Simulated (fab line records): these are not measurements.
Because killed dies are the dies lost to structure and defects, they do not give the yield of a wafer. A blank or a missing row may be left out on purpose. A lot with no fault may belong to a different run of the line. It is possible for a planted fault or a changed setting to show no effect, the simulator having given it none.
Matching of chambers    flow n5Finfet    4 sister chambers for N5_SDB_ETCH_17 on rieDiel-01
The step etches SiARC in CF4, target depth 23.4 nm, time 39 s. 18 wafers are shown with their chamber, then 9 later ones without.

== WAFERS, EACH WITH ITS CHAMBER ==
wafer   chamber  showerheadPlenumPTorr (Torr)  throttleValvePct (%)  oesProductAu (a.u.)
L074.3  3        2.10                          15.20                 0.78
L074.4  2        2.05                          15.50                 0.62
L074.6  2        2.05                          15.50                 0.63
L075.1  0        2.15                          15.64                 0.63
L075.3  3        2.10                          15.20                 0.78
L075.6  1        2.22                          15.44                 0.65
L076.1  3        2.10                          15.19                 0.76
L076.4  2        2.05                          15.52                 0.62
L076.6  0        2.14                          15.64                 0.63
L078.2  3        2.10                          15.22                 0.77
L078.4  2        2.05                          15.51                 0.61
L078.6  2        2.05                          15.51                 0.61
L080.2  2        2.05                          15.53                 0.61
L080.3  1        2.22                          15.47                 0.65
L080.5  2        2.05                          15.52                 0.61
L083.2  3        2.10                          15.20                 0.75
L083.3  2        2.05                          15.54                 0.61
L083.4  1        2.22                          15.47                 0.64

SIGNATURES (means of the wafers above)
reading                chamber 0  chamber 1  chamber 2  chamber 3  scatter within a chamber
showerheadPlenumPTorr  2.1450     2.2200     2.0500     2.1000     0.00189
throttleValvePct       15.6400    15.4600    15.5162    15.2020    0.0133
oesProductAu           0.6300     0.6467     0.6150     0.7680     0.00905
Rule: distance of a wafer from a chamber = root of the sum over the readings of ((wafer's reading minus chamber's mean) / reading's scatter) squared. The wafer belongs to the nearest chamber; if the next one is less than 2 further off, it can't be placed. The scatter: take each reading less its chamber's mean, square it, sum over the shown wafers, divide by the number of wafers less the number of chambers, and take the root.

== WAFERS WITH NO CHAMBER GIVEN ==
wafer   showerheadPlenumPTorr (Torr)  throttleValvePct (%)  oesProductAu (a.u.)
L086.3  2.10                          15.23                 0.75
L086.4  2.05                          15.53                 0.61
L086.5  2.22                          15.48                 0.64
L090.2  2.22                          15.49                 0.63
L090.4  2.05                          15.54                 0.60
L090.5  2.05                          15.54                 0.60
L094.2  2.14                          15.70                 0.61
L094.3  2.04                          15.56                 0.60
L094.4  2.21                          15.49                 0.63

== EACH ONE'S CHAMBER ==
wafer   from the rows above  in truth
L086.3  3                    3
L086.4  2                    2
L086.5  1                    1
L090.2  1                    1
L090.4  2                    2
L090.5  2                    2
L094.2  0                    0
L094.3  2                    2
L094.4  1                    1
Correct placement for 9 of the 9. From these rows, 0 cannot be placed. Number placed wrongly: 0.
